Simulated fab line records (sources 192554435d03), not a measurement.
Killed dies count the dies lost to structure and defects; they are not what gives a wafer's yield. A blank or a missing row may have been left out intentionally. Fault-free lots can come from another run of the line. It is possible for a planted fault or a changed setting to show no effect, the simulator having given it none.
Which tool did it? / flow n5_finfet / 12 lots with 29 wafers sampled at 5 steps, on a route of 1938 steps

== WHAT THE GAUGES SHOWED, per wafer ==
N5_BEOL_M1_CD_MEAS_18: pitch 36 nm, target cd 18 nm. Usual: cd_nm 18.1 nm, standard deviation 0.42.
lot=L229; measured=day 6 06:02; on=cd_sem-02; cd_nm (nm)=17.8 18.1; flag=
lot=L230; measured=day 6 16:01; on=cd_sem-01; cd_nm (nm)=17.6 18.2 18.1; flag=
lot=L231; measured=day 6 16:19; on=cd_sem-01; cd_nm (nm)=17.5 17.3; flag=
lot=L232; measured=day 6 17:50; on=cd_sem-03; cd_nm (nm)=17.3 17.0 17.5; flag=
lot=L234; measured=day 7 05:26; on=cd_sem-02; cd_nm (nm)=19.1 18.0 18.8; flag=
lot=L236; measured=day 7 21:26; on=cd_sem-02; cd_nm (nm)=17.8 18.0 18.2; flag=
lot=L238; measured=day 8 07:28; on=cd_sem-03; cd_nm (nm)=17.6 17.4; flag=
lot=L242; measured=day 9 13:14; on=cd_sem-02; cd_nm (nm)=18.4 18.2 17.7; flag=
lot=L245; measured=day 10 05:00; on=cd_sem-03; cd_nm (nm)=18.2 18.1; flag=
lot=L246; measured=day 10 13:38; on=cd_sem-03; cd_nm (nm)=18.6 18.2; flag=
lot=L250; measured=day 11 16:25; on=cd_sem-02; cd_nm (nm)=17.8 17.6; flag=
lot=L252; measured=day 11 23:42; on=cd_sem-03; cd_nm (nm)=18.3 18.0; flag=

N5_BEOL_M1_CD_MEAS_28: target cd y 23.3 nm. Usual: cd_nm 23.90 nm, standard deviation 0.28.
lot=L229; measured=day 6 06:21; on=cd_sem-02; cd_nm (nm)=23.82 23.39; flag=
lot=L230; measured=day 6 16:28; on=cd_sem-01; cd_nm (nm)=23.86 23.65 24.06; flag=
lot=L231; measured=day 6 16:45; on=cd_sem-03; cd_nm (nm)=24.18 24.21; flag=
lot=L232; measured=day 6 18:17; on=cd_sem-02; cd_nm (nm)=23.92 23.44 23.67; flag=
lot=L234; measured=day 7 05:46; on=cd_sem-01; cd_nm (nm)=24.27 24.50 24.29; flag=
lot=L236; measured=day 7 21:46; on=cd_sem-01; cd_nm (nm)=24.11 23.98 24.16; flag=
lot=L238; measured=day 8 07:55; on=cd_sem-01; cd_nm (nm)=23.70 23.67; flag=
lot=L242; measured=day 9 13:40; on=cd_sem-01; cd_nm (nm)=24.31 23.33 23.17; flag=
lot=L245; measured=day 10 05:19; on=cd_sem-01; cd_nm (nm)=23.90 24.10; flag=
lot=L246; measured=day 10 13:57; on=cd_sem-01; cd_nm (nm)=24.05 23.99; flag=
lot=L250; measured=day 11 16:51; on=cd_sem-03; cd_nm (nm)=23.63 24.17; flag=
lot=L252; measured=day 12 00:08; on=cd_sem-01; cd_nm (nm)=23.86 23.46; flag=

N5_BEOL_M4_RC_MEAS_101. Usual: DIBL_N 36.1 mV/V, standard deviation 2; DIBL_P 36.3 mV/V, standard deviation 2.5; IOFF_N 0.16 nA/um, standard deviation 0.037; IOFF_P 0.21 nA/um, standard deviation 0.039; ION_N 678 uA/um, standard deviation 15; ION_P 465 uA/um, standard deviation 8.7; SS_N 71.4 mV/dec, standard deviation 0.7; SS_P 73.3 mV/dec, standard deviation 0.74; VT_N 249 mV, standard deviation 3.6; VT_P -250.0 mV, standard deviation 2.9.
lot=L229; measured=day 7 18:09; on=prober-01; DIBL_N (mV/V)=35.5 33.2; DIBL_P (mV/V)=36.4 33.5; IOFF_N (nA/um)=0.16 0.11; IOFF_P (nA/um)=0.26 0.20; ION_N (uA/um)=669 649; ION_P (uA/um)=475 462; SS_N (mV/dec)=72.2 71.1; SS_P (mV/dec)=73.6 72.7; VT_N (mV)=251 257; VT_P (mV)=-243.3 -247.6; flag=
lot=L230; measured=day 8 10:25; on=prober-02; DIBL_N (mV/V)=38.3 35.3 35.2; DIBL_P (mV/V)=39.1 35.5 36.0; IOFF_N (nA/um)=0.24 0.16 0.16; IOFF_P (nA/um)=0.29 0.22 0.23; ION_N (uA/um)=711 670 671; ION_P (uA/um)=482 465 465; SS_N (mV/dec)=71.9 71.7 71.8; SS_P (mV/dec)=73.6 71.8 72.8; VT_N (mV)=241 249 245; VT_P (mV)=-245.8 -248.4 -249.0; flag=
lot=L231; measured=day 8 23:31; on=prober-01; DIBL_N (mV/V)=35.7 37.6; DIBL_P (mV/V)=35.4 37.8; IOFF_N (nA/um)=0.14 0.18; IOFF_P (nA/um)=0.17 0.22; ION_N (uA/um)=675 674; ION_P (uA/um)=457 460; SS_N (mV/dec)=70.6 72.1; SS_P (mV/dec)=73.0 74.7; VT_N (mV)=254 249; VT_P (mV)=-255.2 -249.7; flag=
lot=L232; measured=day 8 13:13; on=prober-02; DIBL_N (mV/V)=33.3 36.9 33.6; DIBL_P (mV/V)=30.4 35.9 30.2; IOFF_N (nA/um)=0.09 0.14 0.09; IOFF_P (nA/um)=0.15 0.21 0.14; ION_N (uA/um)=643 684 642; ION_P (uA/um)=452 470 443; SS_N (mV/dec)=70.6 71.0 70.6; SS_P (mV/dec)=72.3 72.7 71.8; VT_N (mV)=257 250 258; VT_P (mV)=-252.8 -250.1 -255.9; flag=
lot=L234; measured=day 9 06:07; on=prober-02; DIBL_N (mV/V)=36.2 34.6 37.3; DIBL_P (mV/V)=37.4 35.8 39.0; IOFF_N (nA/um)=0.16 0.13 0.19; IOFF_P (nA/um)=0.21 0.18 0.23; ION_N (uA/um)=679 671 688; ION_P (uA/um)=463 466 467; SS_N (mV/dec)=71.7 71.1 72.2; SS_P (mV/dec)=73.2 72.5 74.0; VT_N (mV)=249 256 250; VT_P (mV)=-253.5 -253.8 -251.7; flag=
lot=L236; measured=day 9 07:47; on=prober-02; DIBL_N (mV/V)=32.3 34.5 37.8; DIBL_P (mV/V)=30.4 33.9 38.5; IOFF_N (nA/um)=0.09 0.12 0.17; IOFF_P (nA/um)=0.14 0.18 0.25; ION_N (uA/um)=653 666 672; ION_P (uA/um)=459 465 467; SS_N (mV/dec)=70.1 71.4 71.9; SS_P (mV/dec)=71.2 73.0 73.8; VT_N (mV)=257 251 248; VT_P (mV)=-253.7 -250.1 -247.8; flag=
lot=L238; measured=day 10 18:18; on=prober-01; DIBL_N (mV/V)=33.9 37.4; DIBL_P (mV/V)=33.0 38.3; IOFF_N (nA/um)=0.12 0.17; IOFF_P (nA/um)=0.17 0.26; ION_N (uA/um)=663 678; ION_P (uA/um)=464 469; SS_N (mV/dec)=71.1 71.9; SS_P (mV/dec)=72.9 74.4; VT_N (mV)=255 249; VT_P (mV)=-251.0 -245.3; flag=
lot=L242; measured=day 12 11:16; on=prober-02; DIBL_N (mV/V)=38.2 39.7 39.1; DIBL_P (mV/V)=39.3 41.3 40.2; IOFF_N (nA/um)=0.20 0.26 0.21; IOFF_P (nA/um)=0.22 0.26 0.24; ION_N (uA/um)=691 715 680; ION_P (uA/um)=468 482 459; SS_N (mV/dec)=72.0 72.2 72.0; SS_P (mV/dec)=73.3 74.2 74.2; VT_N (mV)=247 241 245; VT_P (mV)=-249.6 -246.2 -248.8; flag=
lot=L245; measured=day 12 19:57; on=prober-02; DIBL_N (mV/V)=32.4 37.8; DIBL_P (mV/V)=32.2 39.4; IOFF_N (nA/um)=0.11 0.20; IOFF_P (nA/um)=0.13 0.21; ION_N (uA/um)=660 685; ION_P (uA/um)=448 459; SS_N (mV/dec)=70.8 71.8; SS_P (mV/dec)=71.7 73.6; VT_N (mV)=252 243; VT_P (mV)=-256.9 -253.1; flag=
lot=L246; measured=day 13 11:09; on=prober-02; DIBL_N (mV/V)=35.3 34.1; DIBL_P (mV/V)=36.6 34.7; IOFF_N (nA/um)=0.15 0.14; IOFF_P (nA/um)=0.21 0.19; ION_N (uA/um)=654 674; ION_P (uA/um)=456 473; SS_N (mV/dec)=71.2 70.5; SS_P (mV/dec)=73.1 71.9; VT_N (mV)=252 251; VT_P (mV)=-249.0 -250.6; flag=
lot=L250; measured=day 13 18:13; on=prober-02; DIBL_N (mV/V)=38.5 35.2; DIBL_P (mV/V)=39.9 34.9; IOFF_N (nA/um)=0.21 0.15; IOFF_P (nA/um)=0.22 0.16; ION_N (uA/um)=685 671; ION_P (uA/um)=455 451; SS_N (mV/dec)=72.0 70.6; SS_P (mV/dec)=74.3 72.9; VT_N (mV)=248 252; VT_P (mV)=-252.6 -256.1; flag=
lot=L252; measured=day 14 01:16; on=prober-02; DIBL_N (mV/V)=34.2 36.9; DIBL_P (mV/V)=34.1 37.5; IOFF_N (nA/um)=0.13 0.16; IOFF_P (nA/um)=0.18 0.23; ION_N (uA/um)=676 672; ION_P (uA/um)=466 468; SS_N (mV/dec)=70.1 71.6; SS_P (mV/dec)=73.3 74.1; VT_N (mV)=251 251; VT_P (mV)=-251.3 -249.1; flag=

== WHICH TOOL RAN EACH LOT (tool, then ch and the chambers of the sampled wafers, then the start) ==
lot=L229; N5_BEOL_M1_TRENCH_ETCH_37=rie_diel-02 ch 2, day 6 08:53; N5_BEOL_M1_ALD_84=ald_metal-04 ch 0,2, day 6 09:28
lot=L230; N5_BEOL_M1_TRENCH_ETCH_37=rie_diel-02 ch 0,1,2, day 6 19:56; N5_BEOL_M1_ALD_84=ald_metal-01 ch 0,1,3, day 6 20:43
lot=L231; N5_BEOL_M1_TRENCH_ETCH_37=rie_diel-03 ch 0,2, day 7 05:40; N5_BEOL_M1_ALD_84=ald_metal-01 ch 0,1, day 7 06:22
lot=L232; N5_BEOL_M1_TRENCH_ETCH_37=rie_diel-02 ch 2,3, day 6 20:25; N5_BEOL_M1_ALD_84=ald_metal-02 ch 0,1,3, day 6 21:18
lot=L234; N5_BEOL_M1_TRENCH_ETCH_37=rie_diel-03 ch 0,2,3, day 7 10:23; N5_BEOL_M1_ALD_84=ald_metal-04 ch 0,1, day 7 11:24
lot=L236; N5_BEOL_M1_TRENCH_ETCH_37=rie_diel-03 ch 1,2, day 8 00:08; N5_BEOL_M1_ALD_84=ald_metal-02 ch 0,1,3, day 8 00:41
lot=L238; N5_BEOL_M1_TRENCH_ETCH_37=rie_diel-03 ch 0,1, day 8 13:37; N5_BEOL_M1_ALD_84=ald_metal-04 ch 2,3, day 8 14:37
lot=L242; N5_BEOL_M1_TRENCH_ETCH_37=rie_diel-02 ch 0,1, day 10 03:28; N5_BEOL_M1_ALD_84=ald_metal-02 ch 0,1, day 10 04:11
lot=L245; N5_BEOL_M1_TRENCH_ETCH_37=rie_diel-02 ch 0,1, day 10 08:54; N5_BEOL_M1_ALD_84=ald_metal-04 ch 2,3, day 10 10:11
lot=L246; N5_BEOL_M1_TRENCH_ETCH_37=rie_diel-02 ch 1,2, day 10 20:01; N5_BEOL_M1_ALD_84=ald_metal-01 ch 2,3, day 10 21:05
lot=L250; N5_BEOL_M1_TRENCH_ETCH_37=rie_diel-01 ch 1,2, day 11 18:45; N5_BEOL_M1_ALD_84=ald_metal-04 ch 0,2, day 11 19:44
lot=L252; N5_BEOL_M1_TRENCH_ETCH_37=rie_diel-03 ch 0,2, day 12 04:43; N5_BEOL_M1_ALD_84=ald_metal-02 ch 0,3, day 12 05:17
- N5_BEOL_M1_TRENCH_ETCH_37: etches SiOC in C4F6/O2, target depth 55.207 nm, time 29 s.
- N5_BEOL_M1_ALD_84: deposits TaN, pulse time 2 s, purge time 3 s, co reactant purge time 2 s.

== WHAT THE TOOLS THEMSELVES READ (means of the sampled wafers that have a number; where no wafer has one, the mark that the record gives instead) ==
N5_BEOL_M1_TRENCH_ETCH_37. Usual: drypump_motor_current_A 6.0 A, standard deviation 0.42; oes_product_au 0.79 a.u., standard deviation 0.099; rf_vpp_V 669 V, standard deviation 21; run_length_s 52.3 s, standard deviation 0.43; showerhead_plenum_p_Torr 2.82 Torr, standard deviation 0.092; throttle_valve_pct 20.80 %, standard deviation 0.28.
lot=L229; tool=rie_diel-02; drypump_motor_current_A (A)=5.7; oes_product_au (a.u.)=0.69; rf_vpp_V (V)=672; run_length_s (s)=52.0; showerhead_plenum_p_Torr (Torr)=2.69; throttle_valve_pct (%)=21.14; flag=
lot=L230; tool=rie_diel-02; drypump_motor_current_A (A)=6.0; oes_product_au (a.u.)=0.78; rf_vpp_V (V)=657; run_length_s (s)=52.0; showerhead_plenum_p_Torr (Torr)=2.77; throttle_valve_pct (%)=20.95; flag=
lot=L231; tool=rie_diel-03; drypump_motor_current_A (A)=5.9; oes_product_au (a.u.)=0.77; rf_vpp_V (V)=679; run_length_s (s)=52.6; showerhead_plenum_p_Torr (Torr)=2.81; throttle_valve_pct (%)=20.62; flag=
lot=L232; tool=rie_diel-02; drypump_motor_current_A (A)=5.8; oes_product_au (a.u.)=0.71; rf_vpp_V (V)=682; run_length_s (s)=52.1; showerhead_plenum_p_Torr (Torr)=2.69; throttle_valve_pct (%)=20.94; flag=
lot=L234; tool=rie_diel-03; drypump_motor_current_A (A)=6.1; oes_product_au (a.u.)=0.74; rf_vpp_V (V)=658; run_length_s (s)=52.5; showerhead_plenum_p_Torr (Torr)=2.84; throttle_valve_pct (%)=20.66; flag=
lot=L236; tool=rie_diel-03; drypump_motor_current_A (A)=6.3; oes_product_au (a.u.)=0.81; rf_vpp_V (V)=684; run_length_s (s)=52.4; showerhead_plenum_p_Torr (Torr)=2.78; throttle_valve_pct (%)=20.64; flag=
lot=L238; tool=rie_diel-03; drypump_motor_current_A (A)=5.6; oes_product_au (a.u.)=0.88; rf_vpp_V (V)=682; run_length_s (s)=51.8; showerhead_plenum_p_Torr (Torr)=2.81; throttle_valve_pct (%)=20.62; flag=
lot=L242; tool=rie_diel-02; drypump_motor_current_A (A)=6.3; oes_product_au (a.u.)=0.82; rf_vpp_V (V)=649; run_length_s (s)=51.9; showerhead_plenum_p_Torr (Torr)=2.84; throttle_valve_pct (%)=20.76; flag=
lot=L245; tool=rie_diel-02; drypump_motor_current_A (A)=6.2; oes_product_au (a.u.)=0.79; rf_vpp_V (V)=650; run_length_s (s)=50.9; showerhead_plenum_p_Torr (Torr)=2.81; throttle_valve_pct (%)=20.90; flag=OFF
lot=L246; tool=rie_diel-02; drypump_motor_current_A (A)=5.7; oes_product_au (a.u.)=0.88; rf_vpp_V (V)=665; run_length_s (s)=50.4; showerhead_plenum_p_Torr (Torr)=2.87; throttle_valve_pct (%)=21.07; flag=OFF
lot=L250; tool=rie_diel-01; drypump_motor_current_A (A)=6.0; oes_product_au (a.u.)=0.78; rf_vpp_V (V)=674; run_length_s (s)=52.6; showerhead_plenum_p_Torr (Torr)=2.85; throttle_valve_pct (%)=20.98; flag=
lot=L252; tool=rie_diel-03; drypump_motor_current_A (A)=5.9; oes_product_au (a.u.)=0.74; rf_vpp_V (V)=678; run_length_s (s)=52.4; showerhead_plenum_p_Torr (Torr)=2.80; throttle_valve_pct (%)=20.67; flag=

N5_BEOL_M1_ALD_84. Usual: heater_power_w 419 W, standard deviation 38.
lot=L229; tool=ald_metal-04; heater_power_w (W)=434; flag=
lot=L230; tool=ald_metal-01; heater_power_w (W)=408; flag=
lot=L231; tool=ald_metal-01; heater_power_w (W)=417; flag=
lot=L232; tool=ald_metal-02; heater_power_w (W)=423; flag=
lot=L234; tool=ald_metal-04; heater_power_w (W)=476; flag=
lot=L236; tool=ald_metal-02; heater_power_w (W)=414; flag=
lot=L238; tool=ald_metal-04; heater_power_w (W)=381; flag=
lot=L242; tool=ald_metal-02; heater_power_w (W)=412; flag=
lot=L245; tool=ald_metal-04; heater_power_w (W)=376; flag=
lot=L246; tool=ald_metal-01; heater_power_w (W)=416; flag=
lot=L250; tool=ald_metal-04; heater_power_w (W)=432; flag=
lot=L252; tool=ald_metal-02; heater_power_w (W)=426; flag=

== THE ANSWER, worked out from the rows above alone ==
Rule: a lot counts as off when the mean over its wafers that have a number is more than 3 standard deviations away from the usual mean. A lot without any number at a reading at which 4 lots or more have one is off too. The other lots that the step has rows for count as sound. The gauges are gone through in route order, then the tools' own readings, and for those a lot's mean is taken as printed above. The first step at which some lot is off is used, and at that step the reading that is off furthest; a lot without a number counts as furthest.
Off: L245, L246, at N5_BEOL_M1_TRENCH_ETCH_37 (run_length_s).
A tool fits if, at that step or a process step before it, it ran every lot that is off, and no sound lot after the first of them. One fits: N5_BEOL_M1_TRENCH_ETCH_37 on rie_diel-02. Its last sound lot is L242 (day 10 03:28), its first lot that is off L245 (day 10 08:54): a fault that began between those two fits.
The tool's own readings at N5_BEOL_M1_TRENCH_ETCH_37 bear it out: on the lots that are off they differ by more than 5 times the standard deviation of the sound lots' means. run_length_s reads 50.6 s there against 52.2 s on the sound lots.

== WHAT WAS PUT IN BY THE SIMULATOR ==
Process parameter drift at N5_BEOL_M1_TRENCH_ETCH_37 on rie_diel-02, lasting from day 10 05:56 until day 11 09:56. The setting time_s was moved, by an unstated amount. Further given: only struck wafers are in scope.
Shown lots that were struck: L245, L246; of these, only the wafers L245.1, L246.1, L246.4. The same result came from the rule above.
